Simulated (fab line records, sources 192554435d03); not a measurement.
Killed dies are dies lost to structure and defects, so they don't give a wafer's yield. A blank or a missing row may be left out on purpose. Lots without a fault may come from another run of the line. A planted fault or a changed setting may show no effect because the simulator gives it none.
Chamber matching | flow n5_finfet | N5_BEOL_M5_PECVD_70 on pecvd-04: 3 sister chambers
The step deposits SiO2 from TEOS/O2, target thk 16 nm, time 18 s. 3 wafers are shown with their chamber, then 10 later ones without.

WAFERS WITH THEIR CHAMBER
wafer  | chamber | throttle_valve_pct (%)
L089.1 | 0       | 22.5
L090.1 | 2       | 21.7
L090.4 | 1       | 23.5

WAFERS WITHOUT THEIR CHAMBER
wafer  | throttle_valve_pct (%)
L090.6 | 21.2
L091.1 | 23.6
L091.2 | 22.6
L091.4 | 22.5
L092.2 | 22.4
L092.3 | 23.4
L092.5 | 21.6
L094.3 | 21.4
L094.4 | 22.4
L094.5 | 21.6

WHICH CHAMBER EACH WENT THROUGH
wafer  | from the rows above | in truth
L090.6 | 2                   | 2
L091.1 | 1                   | 1
L091.2 | 0                   | 0
L091.4 | 0                   | 0
L092.2 | 0                   | 0
L092.3 | 1                   | 1
L092.5 | 2                   | 2
L094.3 | 2                   | 2
L094.4 | 0                   | 0
L094.5 | 2                   | 2
Placed correctly: 10 of 10. Can't be placed from these rows: 0. Placed wrongly: 0.
How it was worked out, from the rows above alone: a wafer's distance from a chamber is the root of the sum, over the readings, of the square of ((its reading less the chamber's mean) divided by the reading's scatter). The wafer belongs to the nearest chamber; if the next one is less than 2 further off, it can't be placed. A chamber's mean is the mean of its shown wafers. The scatter: with one shown wafer a chamber, the root of the mean of the squares of how far each hidden wafer lies from its nearest shown one.
